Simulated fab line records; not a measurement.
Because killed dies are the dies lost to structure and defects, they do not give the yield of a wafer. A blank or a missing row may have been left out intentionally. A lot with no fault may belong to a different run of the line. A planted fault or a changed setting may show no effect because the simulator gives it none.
fab line records	flow nand_harc
[record] lots = 6	wafers = 18	last_day = 32
route steps=1302 shown A_CHANNEL_HOLE_D2@582 A_CHANNEL_FILL_D2@610 END@1302
lots that met no fault: taken from a fault-free run of the same line
start_h: start of the lot's first displayed wafer, in hours after the record's first day	wait_h: hours from the lot's prior step to this one	" as in the row above	L1.1+2: one row covering several wafers at once	- no value, or no start given	* or withheld: withheld	< > ~ a bound
route shown NAME@n: NAME is a module with steps in the file, n the number in the route of the first one	usual: mean/standard deviation taken from wafers without a fault	same: alike in all rows	chamber/n: place in a boat	sites: the reading at each site	_std_site: their standard deviation	_edge_site: the outer-site mean with the inner-site mean subtracted	radius_mm: how far each site lies from the wafer's centre	mask NAME#n: copy n	behind: the most recent tool/chamber to have shaped the wafer	hold: why the lot went on hold/how many hours it stayed there/how the hold came to an end	device: which transistor (n, p or np) failed to switch	end of line: the same wafers' tests at the end of the route	for a step that has no rows: nothing shown but its recipe	killed: count of dies lost to structure and defects at first sort (not the wafer's yield)	map: per-die view of a wafer (x killed, . not killed, _ where there is no die)
set.NAME: setting as actually run; set.NAME@STEP: the setting as run at that earlier step	model.NAME: the simulator's own value behind a step, which no gauge read
a table for each step, a row for each wafer; lots at some steps of the route
services: when a tool's chamber went out of use (start_h, in hours from the record's first day, below 0 if earlier), for how many hours, and the reason
[[steps]]
[step NHARC_A_CHANNEL_HOLE_D2_CD_MEAS_10]
[recipe] target_cd_nm = 100	landing_energy_ev = 500
[usual] cd_nm = 99.9/0.56
[same] landing_energy_ev = 500
lot.wafer	tool	chamber	start_h	wait_h	cd_nm
L221.1	cd_sem-03	0	299.21	-	100.5
L221.3	"	0	"	"	99.6
L221.4	"	0	"	"	99.7
L220.3	cd_sem-03	0	301.09	-	99.1
L220.4	"	0	"	"	98.9
L220.6	"	0	"	"	99.1
L227.4	cd_sem-03	0	371.99	-	99.8
L227.5	"	0	"	"	99.6
L227.6	"	0	"	"	99.6
L228.2	cd_sem-01	0	387.54	-	99.6
L228.4	"	0	"	"	98.7
L228.5	"	0	"	"	100.0
L234.3	cd_sem-02	0	445.49	-	99.3
L234.5	"	0	"	"	98.9
L234.6	"	0	"	"	98.8
L237.4	cd_sem-01	0	481.83	-	100.0
L237.5	"	0	"	"	99.8
L237.6	"	0	"	"	100.4
[step NHARC_A_CHANNEL_HOLE_D2_OVL_MEAS_11]
[usual] overlay_x_nm = 0.0/0.83	overlay_y_nm = -0.2/1.1
lot.wafer	tool	chamber	start_h	wait_h	overlay_x_nm	overlay_y_nm
L221.1	overlay-01	-	299.30	-	1.5	0.4
L221.3	"	-	"	"	1.5	0.8
L221.4	"	-	"	"	1.4	0.5
L220.3	overlay-01	-	301.17	-	0.6	0.8
L220.4	"	-	"	"	0.8	0.8
L220.6	"	-	"	"	1.1	1.1
L227.4	overlay-02	-	372.07	-	0.6	0.3
L227.5	"	-	"	"	1.8	0.7
L227.6	"	-	"	"	1.5	0.4
L228.2	overlay-01	-	387.63	-	-0.9	1.0
L228.4	"	-	"	"	-1.1	1.4
L228.5	"	-	"	"	-0.7	1.8
L234.3	overlay-01	-	445.57	-	0.1	-1.0
L234.5	"	-	"	"	-0.4	-0.6
L234.6	"	-	"	"	0.2	-1.5
L237.4	overlay-02	-	481.91	-	-0.5	0.2
L237.5	"	-	"	"	0.1	-0.2
L237.6	"	-	"	"	0.1	-0.1
[step NHARC_A_CHANNEL_HOLE_D2_INSPECT_12]
[usual] raw_defect_count = 22/21
lot.wafer	tool	chamber	start_h	wait_h	raw_defect_count
L221.1	defect_inspect-01	-	299.34	0.0	3
L221.3	"	-	"	"	4
L221.4	"	-	"	"	6
L220.3	defect_inspect-01	-	301.21	0.0	59
L220.4	"	-	"	"	56
L220.6	"	-	"	"	51
L227.4	defect_inspect-02	-	372.10	0.0	11
L227.5	"	-	"	"	14
L227.6	"	-	"	"	7
L228.2	defect_inspect-01	-	387.66	0.0	51
L228.4	"	-	"	"	59
L228.5	"	-	"	"	52
L234.3	defect_inspect-01	-	445.61	0.0	12
L234.5	"	-	"	"	13
L234.6	"	-	"	"	15
L237.4	defect_inspect-02	-	481.95	0.0	20
L237.5	"	-	"	"	24
L237.6	"	-	"	"	14
[step NHARC_A_CHANNEL_HOLE_D2_DESCUM_15]
[recipe] time_s = 3	o2_flow_sccm = 200	ar_flow_sccm = 0	bias_power_w = 0	chemistry = O2
[step NHARC_A_CHANNEL_HOLE_D2_ETCH_38]
[recipe] target_depth_a = 390	over_etch_frac = 0.3	time_s = 65	ion_energy_ev = 80	cf4_flow_sccm = 150	ar_flow_sccm = 0	rf_w = 300	bias_w = 100	chemistry = CF4
[usual] drypump_motor_current_A = 5.6/0.37	oes_product_au = 1.000/0.01	rf_vpp_V = 151.3/1.2	showerhead_plenum_p_Torr = 1.77/0.072	throttle_valve_pct = 13.285/0.0094
lot.wafer	tool	chamber	start_h	wait_h	drypump_motor_current_A	oes_product_au	rf_hours_counter_h	rf_vpp_V	showerhead_plenum_p_Torr	throttle_valve_pct
L221.1	rie_diel-12	3	299.48	0.1	5.9	1.006	0.5	150.1	1.69	13.292
L221.3	"	1	"	"	6.3	0.998	0.4	150.8	1.75	13.285
L221.4	"	2	"	"	5.1	1.011	0.5	149.9	1.69	13.296
L220.4	rie_diel-12	0	301.35	0.1	5.5	1.014	1.2	152.3	1.86	13.283
L220.3	"	1	"	"	6.2	0.996	0.7	150.7	1.75	13.279
L220.6	"	0	"	"	5.5	0.999	-	152.3	1.86	13.277
L227.4	rie_diel-12	0	372.25	0.1	5.5	1.016	5.6	151.7	1.86	13.273
L227.5	"	0	"	"	5.5	1.008	-	154.2	1.86	13.286
L227.6	"	1	"	"	6.2	0.990	-	149.8	1.75	13.270
L228.4	rie_diel-12	2	387.82	0.1	5.1	1.006	6.2	152.2	1.69	13.290
L228.2	"	3	"	"	5.9	1.012	6.6	149.9	1.69	13.290
L228.5	"	1	"	"	6.2	0.989	-	151.6	1.75	13.274
L234.3	rie_diel-05	1	445.79	0.1	5.4	0.992	2.8	151.4	1.83	13.278
L234.6	"	0	"	"	5.2	0.989	-	152.4	1.87	13.280
L234.5	"	1	"	"	5.4	0.986	-	152.7	1.83	13.298
L237.4	rie_diel-05	3	482.09	0.1	6.2	0.998	4.3	153.1	1.82	13.284
L237.5	"	3	"	"	6.2	1.002	-	152.0	1.82	13.278
L237.6	"	0	"	"	5.2	0.989	-	152.6	1.87	13.285
[step NHARC_A_CHANNEL_HOLE_D2_ETCH_39]
[recipe] target_depth_a = 2600	over_etch_frac = 0.3	time_s = 325	ion_energy_ev = 200	n2_flow_sccm = 150	h2_flow_sccm = 150	ar_flow_sccm = 0	rf_w = 400	bias_w = 150	chemistry = N2/H2
[usual] drypump_motor_current_A = 5.6/0.36	h2_flow_sccm = 150.0/0.43	oes_product_au = 0.999/0.011	rf_vpp_V = 430.4/2.6	showerhead_plenum_p_Torr = 2.04/0.092	throttle_valve_pct = 14.171/0.0094
lot.wafer	tool	chamber	start_h	wait_h	drypump_motor_current_A	h2_flow_sccm	oes_product_au	rf_hours_counter_h	rf_vpp_V	showerhead_plenum_p_Torr	throttle_valve_pct
L221.1	rie_diel-12	2	-	-	5.1	150.2	1.000	0.5	427.6	1.94	14.165
L221.3	"	3	"	"	5.9	150.4	1.003	0.6	428.0	1.94	14.145
L221.4	"	1	"	"	6.3	149.7	0.991	0.4	429.9	2.02	14.171
L220.4	rie_diel-12	3	-	-	5.9	150.3	1.011	1.3	427.1	1.94	14.175
L220.3	"	0	"	"	5.5	149.4	1.005	1.3	433.7	2.15	14.168
L220.6	"	3	"	"	5.9	150.7	1.010	-	427.4	1.95	14.161
L227.4	rie_diel-12	0	-	-	5.5	150.3	1.017	5.7	434.2	2.15	14.163
L227.6	"	3	"	"	5.9	150.0	1.010	-	428.7	1.94	14.185
L227.5	"	0	"	"	5.5	150.3	1.004	-	432.9	2.15	14.183
L228.2	rie_diel-12	1	-	-	6.3	150.1	0.994	6.1	429.8	2.01	14.162
L228.4	"	0	"	"	5.5	149.9	1.016	6.7	434.1	2.15	14.183
L228.5	"	2	"	"	5.1	149.7	1.013	-	429.2	1.93	14.171
L234.3	rie_diel-05	0	-	-	5.2	150.4	0.985	3.3	433.8	2.17	14.171
L234.6	"	0	"	"	5.2	150.2	0.986	-	432.6	2.17	14.168
L234.5	"	1	"	"	5.4	149.7	0.980	-	430.2	2.12	14.166
L237.4	rie_diel-05	2	-	-	5.6	151.0	0.998	5.4	427.6	1.96	14.163
L237.5	"	3	"	"	6.2	150.1	0.991	-	432.6	2.11	14.162
L237.6	"	0	"	"	5.2	149.5	0.991	-	432.9	2.17	14.177
[step NHARC_A_CHANNEL_HOLE_D2_ETCH_34]
[recipe] target_depth_a = 1540	time_s = 77	cf4_flow_sccm = 100	chf3_flow_sccm = 30	ar_flow_sccm = 0	rf_w = 500	bias_w = 200	chemistry = CF4/CHF3
[usual] drypump_motor_current_A = 5.6/0.37	oes_product_au = 0.959/0.017	rf_vpp_V = 370.4/2.2	showerhead_plenum_p_Torr = 1.57/0.063	throttle_valve_pct = 16.804/0.0079
lot.wafer	tool	chamber	start_h	wait_h	drypump_motor_current_A	oes_product_au	rf_hours_counter_h	rf_vpp_V	showerhead_plenum_p_Torr	throttle_valve_pct
L221.1	rie_diel-12	3	-	-	5.9	0.973	0.7	368.6	1.51	16.807
L221.4	"	0	"	"	5.5	0.976	0.7	374.2	1.65	16.804
L221.3	"	2	"	"	5.1	0.963	0.7	368.6	1.50	16.801
L220.4	rie_diel-12	2	-	-	5.1	0.930	1.1	367.3	1.50	16.811
L220.3	"	1	"	"	6.3	0.928	0.8	370.6	1.56	16.814
L220.6	"	3	"	"	5.9	0.942	-	369.2	1.51	16.812
L227.4	rie_diel-12	0	-	-	5.5	0.979	5.9	374.1	1.65	16.791
L227.5	"	1	"	"	6.2	0.981	-	369.8	1.56	16.799
L227.6	"	2	"	"	5.1	0.987	-	368.5	1.50	16.809
L228.4	rie_diel-12	3	-	-	5.9	0.982	6.8	368.8	1.51	16.805
L228.2	"	0	"	"	5.5	0.982	6.7	373.6	1.65	16.808
L228.5	"	2	"	"	5.1	0.957	-	367.8	1.50	16.798
L234.3	rie_diel-05	1	-	-	5.4	0.951	-	370.4	1.63	16.782
L234.6	"	2	"	"	5.6	0.960	-	369.7	1.52	16.801
L234.5	"	1	"	"	5.5	0.946	-	371.6	1.63	16.812
L237.4	rie_diel-05	2	-	-	5.6	0.970	5.5	368.1	1.52	16.800
L237.5	"	2	"	"	5.6	0.974	-	367.9	1.52	16.795
L237.6	"	3	"	"	6.2	0.965	-	372.3	1.62	16.801
[step NHARC_A_CHANNEL_HOLE_D2_ETCH_16]
[recipe] target_depth_a = 31000	over_etch_frac = 0.3	time_s = 806	ion_energy_ev = 150	o2_flow_sccm = 400	cos_flow_sccm = 20	ar_flow_sccm = 0	rf_w = 500	bias_w = 300	chemistry = O2/COS
[step NHARC_A_CHANNEL_HOLE_D2_CD_MEAS_18]
[usual] cd_nm = 99.7/2.9
lot.wafer	tool	chamber	start_h	wait_h	cd_nm
L221.1	cd_sem-02	-	300.51	-	102.6
L221.3	"	-	"	"	97.4
L221.4	"	-	"	"	99.8
L220.3	cd_sem-01	-	302.83	-	101.2
L220.4	"	-	"	"	98.6
L220.6	"	-	"	"	98.9
L227.4	cd_sem-01	-	373.27	-	99.0
L227.5	"	-	"	"	103.7
L227.6	"	-	"	"	99.1
L228.2	cd_sem-01	-	388.84	-	100.7
L228.4	"	-	"	"	100.7
L228.5	"	-	"	"	105.4
L234.3	cd_sem-01	-	447.25	-	100.1
L234.5	"	-	"	"	103.5
L234.6	"	-	"	"	95.9
L237.4	cd_sem-03	-	483.13	-	101.9
L237.5	"	-	"	"	96.8
L237.6	"	-	"	"	98.8
[step NHARC_A_CHANNEL_HOLE_D2_ETCH_19]
[recipe] bias_v = 1200	source_w = 2500	pressure_mtorr = 15	time_s = 34.5	ar_flow_sccm = 375	c4f8_flow_sccm = 28.8	o2_flow_sccm = 96.2	temp_c = -20	target_depth_a = *	chemistry = C4F8/O2/Ar
[step NHARC_A_CHANNEL_HOLE_D2_ETCH_20]
[recipe] bias_v = 3000	source_w = withheld	pressure_mtorr = 20	time_s = 361.9	ar_flow_sccm = 375	c4f8_flow_sccm = 89.3	o2_flow_sccm = 35.7	temp_c = -20	target_depth_a = 16000	chemistry = C4F8/O2/Ar
[step NHARC_A_CHANNEL_HOLE_D2_ETCH_21]
[recipe] bias_v = 3000	source_w = withheld	pressure_mtorr = 20	time_s = 514.3	ar_flow_sccm = 375	c4f8_flow_sccm = 89.3	o2_flow_sccm = 35.7	temp_c = -20	target_depth_a = 16000	chemistry = C4F8/O2/Ar
[step NHARC_A_CHANNEL_HOLE_D2_ETCH_22]
[recipe] bias_v = 3000	source_w = withheld	pressure_mtorr = 20	time_s = 666.7	ar_flow_sccm = 375	c4f8_flow_sccm = 89.3	o2_flow_sccm = 35.7	temp_c = -20	target_depth_a = 16000	chemistry = C4F8/O2/Ar
[usual] drypump_motor_current_A = 5.58/0.11	oes_air_line_au = 1.002/0.019	showerhead_plenum_p_Torr = 3.66/0.11	throttle_valve_pct = 32.155/0.011
lot.wafer	tool	chamber	start_h	wait_h	drypump_motor_current_A	oes_air_line_au	rf_hours_counter_h	showerhead_plenum_p_Torr	throttle_valve_pct
L221.1	har_etch-01	0	301.54	0.4	5.75	0.998	157	3.59	32.145
L221.3	"	1	"	"	5.47	1.023	-	3.69	32.135
L221.4	"	0	"	"	5.74	0.978	-	3.59	32.168
L220.4	har_etch-02	0	306.17	0.4	5.63	1.003	-	3.66	32.151
L220.3	"	1	"	"	5.48	0.994	-	3.62	32.146
L220.6	"	1	"	"	5.51	1.031	-	3.62	32.148
L227.4	har_etch-02	0	376.45	0.4	5.61	0.994	-	3.64	32.159
L227.5	"	0	"	"	5.63	1.033	-	3.64	32.159
L227.6	"	1	"	"	5.52	0.989	-	3.60	32.151
L228.2	har_etch-01	0	394.69	0.4	5.75	1.037	214	3.56	32.148
L228.4	"	1	"	"	5.45	0.994	-	3.66	32.149
L228.5	"	0	"	"	5.74	1.017	-	3.56	32.151
L234.3	har_etch-01	1	450.14	0.4	5.45	1.000	-	3.64	32.142
L234.6	"	0	"	"	5.77	1.006	-	3.54	32.166
L234.5	"	1	"	"	5.46	1.034	-	3.64	32.157
L237.4	har_etch-01	1	485.47	0.4	5.48	0.992	-	3.63	32.175
L237.5	"	0	"	"	5.73	0.993	-	3.53	32.168
L237.6	"	1	"	"	5.49	0.995	-	3.64	32.166
[step NHARC_A_CHANNEL_HOLE_D2_ETCH_23]
[recipe] bias_v = 5000	source_w = withheld	pressure_mtorr = 20	time_s = 819	ar_flow_sccm = 375	c4f8_flow_sccm = 89.3	o2_flow_sccm = 35.7	temp_c = -20	target_depth_a = 16000	chemistry = C4F8/O2/Ar
[step NHARC_A_CHANNEL_HOLE_D2_ETCH_24]
[recipe] bias_v = 5000	source_w = withheld	pressure_mtorr = 20	time_s = 906.2	ar_flow_sccm = 375	c4f8_flow_sccm = 93.8	o2_flow_sccm = 31.2	temp_c = -20	target_depth_a = 15000	chemistry = C4F8/O2/Ar
[step NHARC_A_CHANNEL_HOLE_D2_ETCH_25]
[recipe] bias_v = 5000	source_w = withheld	pressure_mtorr = 20	time_s = 1040.2	ar_flow_sccm = 375	c4f8_flow_sccm = 93.8	o2_flow_sccm = 31.2	temp_c = -20	target_depth_a = 15000	chemistry = C4F8/O2/Ar
[usual] drypump_motor_current_A = 5.58/0.11	oes_air_line_au = 1.003/0.018	showerhead_plenum_p_Torr = 3.65/0.11	throttle_valve_pct = 32.235/0.0094
lot.wafer	tool	chamber	start_h	wait_h	drypump_motor_current_A	oes_air_line_au	rf_hours_counter_h	showerhead_plenum_p_Torr	throttle_valve_pct
L221.1	har_etch-01	0	303.62	0.7	5.74	1.004	159	3.58	32.216
L221.3	"	1	"	"	5.47	0.993	-	3.69	32.236
L221.4	"	0	"	"	5.77	0.987	-	3.58	32.248
L220.4	har_etch-02	0	308.32	0.7	5.58	0.984	-	3.66	32.233
L220.3	"	1	"	"	5.49	0.990	-	3.61	32.242
L220.6	"	1	"	"	5.52	0.991	-	3.61	32.240
L227.4	har_etch-02	0	378.61	0.7	5.60	1.013	-	3.64	32.224
L227.5	"	0	"	"	5.60	1.045	-	3.64	32.257
L227.6	"	1	"	"	5.50	1.006	-	3.59	32.250
L228.2	har_etch-01	0	396.76	0.7	5.70	0.987	216	3.55	32.235
L228.4	"	1	"	"	5.49	0.992	-	3.66	32.227
L228.5	"	0	"	"	5.75	0.984	-	3.55	32.231
L234.3	har_etch-01	1	452.32	0.7	5.47	1.003	-	3.64	32.239
L234.6	"	0	"	"	5.75	0.979	-	3.53	32.223
L234.5	"	1	"	"	5.45	1.005	-	3.64	32.226
L237.4	har_etch-01	1	487.66	0.7	5.46	0.998	-	3.63	32.229
L237.5	"	0	"	"	5.71	1.010	-	3.52	32.241
L237.6	"	1	"	"	5.46	0.980	-	3.63	32.221
[step NHARC_A_CHANNEL_HOLE_D2_ETCH_26]
[recipe] bias_v = 300	source_w = 2000	pressure_mtorr = 30	time_s = 224.1	ar_flow_sccm = 375	c4f8_flow_sccm = 11.4	o2_flow_sccm = 113.6	temp_c = -20	target_depth_a = 3000	chemistry = C4F8/O2/Ar
[step NHARC_A_CHANNEL_HOLE_D2_ETCH_27]
[recipe] bias_v = 400	source_w = 2000	pressure_mtorr = 25	time_s = 90	ar_flow_sccm = 375	c4f8_flow_sccm = 41.7	o2_flow_sccm = 83.3	temp_c = -20	target_depth_a = 4000	chemistry = C4F8/O2/Ar
[usual] drypump_motor_current_A = 5.57/0.11	oes_air_line_au = 1.000/0.021	showerhead_plenum_p_Torr = 3.69/0.12	throttle_valve_pct = 27.619/0.0091
lot.wafer	tool	chamber	start_h	wait_h	drypump_motor_current_A	oes_air_line_au	rf_hours_counter_h	showerhead_plenum_p_Torr	throttle_valve_pct
L221.1	har_etch-01	0	304.58	0.2	5.77	0.981	160	3.62	27.627
L221.3	"	1	"	"	5.48	0.963	-	3.73	27.619
L221.4	"	0	"	"	5.76	0.989	-	3.62	27.606
L220.4	har_etch-02	0	309.17	0.2	5.62	0.999	-	3.70	27.608
L220.3	"	1	"	"	5.46	1.057	-	3.65	27.603
L220.6	"	1	"	"	5.49	1.024	-	3.65	27.621
L227.4	har_etch-02	0	379.46	0.2	5.58	1.005	-	3.68	27.624
L227.5	"	0	"	"	5.59	1.003	-	3.68	27.633
L227.6	"	1	"	"	5.48	1.016	-	3.63	27.619
L228.2	har_etch-01	0	397.72	0.2	5.72	0.971	217	3.59	27.618
L228.4	"	1	"	"	5.46	1.011	-	3.70	27.626
L228.5	"	0	"	"	5.75	0.988	-	3.59	27.608
L234.3	har_etch-01	1	453.05	0.2	5.47	1.012	-	3.68	27.618
L234.6	"	0	"	"	5.74	1.009	-	3.57	27.626
L234.5	"	1	"	"	5.49	1.007	-	3.68	27.634
L237.4	har_etch-01	1	488.40	0.2	5.49	1.006	-	3.67	27.624
L237.5	"	0	"	"	5.75	0.980	-	3.56	27.613
L237.6	"	1	"	"	5.45	1.018	-	3.67	27.621
[step NHARC_A_CHANNEL_HOLE_D2_STRIP_41]
[recipe] n2_flow_sccm = 150	h2_flow_sccm = 150	ar_flow_sccm = 0	bias_w = 0	chemistry = N2/H2
[step NHARC_A_CHANNEL_HOLE_D2_STRIP_42]
[recipe] cf4_flow_sccm = 100	chf3_flow_sccm = 30	ar_flow_sccm = 0	bias_w = 0	chemistry = CF4/CHF3
[step NHARC_A_CHANNEL_HOLE_D2_STRIP_43]
[recipe] o2_flow_sccm = 400	cos_flow_sccm = 20	ar_flow_sccm = 0	bias_w = 0	chemistry = O2/COS
[step NHARC_A_CHANNEL_HOLE_D2_ETCH_44]
[recipe] target_depth_a = 1400	overetch_a = 140	time_s = 77	ion_energy_ev = 100	cf4_flow_sccm = 80	o2_flow_sccm = 20	ar_flow_sccm = 0	rf_w = 300	bias_w = 100	chemistry = CF4/O2
[step NHARC_A_CHANNEL_HOLE_D2_STRIP_28]
[recipe] o2_flow_sccm = 500	ar_flow_sccm = 0	bias_w = 0	chemistry = O2
[step NHARC_A_CHANNEL_HOLE_D2_PRECLEAN_29]
[recipe] time_s = *	temp_c = 50	bath_age_min = 0	chemistry = SC1
[step NHARC_A_CHANNEL_HOLE_D2_SRD_30]
[step NHARC_A_CHANNEL_HOLE_D2_CD_MEAS_31]
[usual] cd_nm = 90.0/1.2
lot.wafer	tool	chamber	start_h	wait_h	cd_nm
L221.1	cd_sem-03	-	306.09	-	88.3
L221.3	"	-	"	"	90.4
L221.4	"	-	"	"	87.4
L220.3	cd_sem-01	-	310.66	-	89.6
L220.4	"	-	"	"	88.8
L220.6	"	-	"	"	90.1
L227.4	cd_sem-02	-	381.11	-	89.7
L227.5	"	-	"	"	89.6
L227.6	"	-	"	"	86.9
L228.2	cd_sem-03	-	399.25	-	89.3
L228.4	"	-	"	"	90.5
L228.5	"	-	"	"	90.1
L234.3	cd_sem-01	-	454.51	-	91.0
L234.5	"	-	"	"	90.3
L234.6	"	-	"	"	90.3
L237.4	cd_sem-01	-	489.85	-	92.8
L237.5	"	-	"	"	88.1
L237.6	"	-	"	"	92.2
[step NHARC_A_CHANNEL_HOLE_D2_XSEM_32]
[recipe] landing_energy_ev = 35000
[step NHARC_A_CHANNEL_HOLE_D2_INSPECT_40]
[usual] raw_defect_count = 267/86
lot.wafer	tool	chamber	start_h	wait_h	raw_defect_count
L221.1	defect_inspect-01	-	306.28	-	169
L221.3	"	-	"	"	132
L221.4	"	-	"	"	232
L220.3	defect_inspect-02	-	310.84	-	326
L220.4	"	-	"	"	384
L220.6	"	-	"	"	354
L227.4	defect_inspect-02	-	381.29	-	338
L227.5	"	-	"	"	346
L227.6	"	-	"	"	399
L228.2	defect_inspect-01	-	399.43	-	379
L228.4	"	-	"	"	413
L228.5	"	-	"	"	455
L234.3	defect_inspect-01	-	454.69	-	1271
L234.5	"	-	"	"	1261
L234.6	"	-	"	"	1335
L237.4	defect_inspect-01	-	490.04	-	1427
L237.5	"	-	"	"	1197
L237.6	"	-	"	"	1363
[step NHARC_A_CHANNEL_FILL_D2_PRECLEAN_00]
[recipe] time_s = *	temp_c = 50	bath_age_min = 0	chemistry = SC1
[step NHARC_END_SORT_01]
[recipe] temp_c = 25
[usual] killed_at_array = 57/20	killed_at_other = 1.0/1.5	killed_at_periphery = 3.5/2.5	killed_dies = 62/21	killed_open = 3.5/1.9	killed_short = 2.4/1.6
[same] gross_dies = 677
lot.wafer	tool	chamber	start_h	wait_h	killed_at_array	killed_at_other	killed_at_periphery	killed_dies	killed_open	killed_short
L234.3	prober-02	0	713.25	3.1	104	0	4	108	2	2
L234.5	prober-02	0	714.82	3.7	114	0	3	117	8	1
L234.6	prober-02	0	715.61	3.9	90	0	3	93	1	3
L237.4	prober-01	0	767.37	3.4	125	1	2	128	1	5
L237.5	prober-01	0	768.19	3.7	108	0	1	109	2	2
L237.6	prober-01	0	769.00	4.1	133	1	4	138	1	2
// killed by level:class
L234.3 A_CHANNEL_HOLE_D2:unspecified=89 A_SLIT:chamber_film_flake=7 P_BONDPAD:chamber_film_flake=2 A_STAIRCASE:chamber_film_flake=2 A_CONTACT:chamber_film_flake=2 P_BONDPAD:geometric_particle:open=1 A_SOURCE_PLATE:geometric_particle:short=1 A_ONON_D1:geometric_particle:open=1
L234.5 A_CHANNEL_HOLE_D2:unspecified=98 A_SLIT:chamber_film_flake=6 A_SOURCE_PLATE:geometric_particle:open=3 P_CONTACT:geometric_particle:open=2 A_ONON_D1:geometric_particle:open=1 A_SGD_CUT:geometric_particle:open=1 A_BLC:geometric_particle:short=1 A_M0:geometric_particle:open=1
L234.6 A_CHANNEL_HOLE_D2:unspecified=68 A_SLIT:chamber_film_flake=7 A_CHANNEL_HOLE_D1:chamber_film_flake=3 P_BONDPAD:chamber_film_flake=2 A_DECK1_JOINT:chamber_film_flake=2 A_CHANNEL_HOLE_D2:chamber_film_flake=2 A_ONON_D1:geometric_particle:short=1 A_CHANNEL_FILL_D1:geometric_particle:short=1
L237.4 A_CHANNEL_HOLE_D2:unspecified=92 A_STAIRCASE:chamber_film_flake=7 A_CHANNEL_HOLE_D2:chamber_film_flake=6 A_CONTACT:chamber_film_flake=6 A_SLIT:chamber_film_flake=5 A_CHANNEL_HOLE_D1:chamber_film_flake=2 A_M1:chamber_film_flake=2 P_M0:geometric_particle:short=1
L237.5 A_CHANNEL_HOLE_D2:unspecified=70 A_CHANNEL_HOLE_D1:chamber_film_flake=18 A_STAIRCASE:chamber_film_flake=6 A_CHANNEL_HOLE_D2:chamber_film_flake=4 A_CONTACT:chamber_film_flake=3 A_CHANNEL_FILL_D2:geometric_particle:short=1 A_WL_FILL:geometric_particle:short=1 A_WL_FILL:geometric_particle:open=1
L237.6 A_CHANNEL_HOLE_D2:unspecified=95 A_SLIT:chamber_film_flake=11 A_CHANNEL_HOLE_D1:chamber_film_flake=10 A_STAIRCASE:chamber_film_flake=8 A_CHANNEL_HOLE_D2:chamber_film_flake=4 P_GATE:chamber_film_flake=2 P_M0:geometric_particle:open=1 A_CHANNEL_FILL_D2:geometric_particle:short=1
[[services]]
tool	chamber	start_h	hours	kind
rie_diel-12	0	277.40	-	clean
rie_diel-12	1	277.40	-	clean
rie_diel-12	2	277.40	-	clean
rie_diel-12	3	277.40	-	clean
rie_diel-12	1	287.32	1.9	repair
rie_diel-05	0	288.36	4.4	repair
rie_diel-12	0	301.90	-	clean
rie_diel-12	1	301.90	-	clean
rie_diel-12	2	301.90	-	clean
rie_diel-12	3	301.90	-	clean
rie_diel-12	0	326.40	-	clean
rie_diel-12	1	326.40	-	clean
rie_diel-12	2	326.40	-	clean
rie_diel-12	3	326.40	-	clean
rie_diel-05	0	349.70	15.0	repair
rie_diel-12	0	350.90	-	clean
rie_diel-12	1	350.90	-	clean
rie_diel-05	3	377.54	7.5	repair
har_etch-02	-	379.59	17.0	pm
rie_diel-12	3	393.75	4.5	repair
rie_diel-05	-	406.71	9.0	pm
rie_diel-05	3	437.11	14.2	repair
rie_diel-12	-	445.40	9.0	pm
rie_diel-12	0	457.73	8.2	repair
[[key]]
[first_sign] step = NHARC_A_CHANNEL_HOLE_D2_INSPECT_40	reading = raw_defect_count	direction = up	sigmas = 12	usual = 267	struck = 1309
[effect] step = NHARC_END_SORT_01	reading = killed_at_array	direction = up	sigmas = 2.7	usual = 57	struck = 112	wafers_moved = 5
[more_kills_born_at] NHARC_A_CHANNEL_HOLE_D2_ETCH_22@har_etch-01 = 331
met_at NHARC_A_CHANNEL_HOLE_D2_ETCH_22
struck_wafers L234.3,L234.5,L234.6,L237.4,L237.5,L237.6
tester_left_out L234,L237
onset_between 394.69 450.14
also_fits time
[fault] kind = chamber_particle_source	tool = har_etch-01	chamber = -	onset_h = 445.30	steps = NHARC_A_CHANNEL_HOLE_D2_ETCH_22	rate_per_visit_cm2 = 1.5774	end_h = 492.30
// tester_left_out: of these lots the tester's yield and bins aren't shown, on N5 and GAA mostly nor the transistor test; their killed dies are dies lost to structure and defects alone, not to doping, threshold or leakage, so they don't give the yield
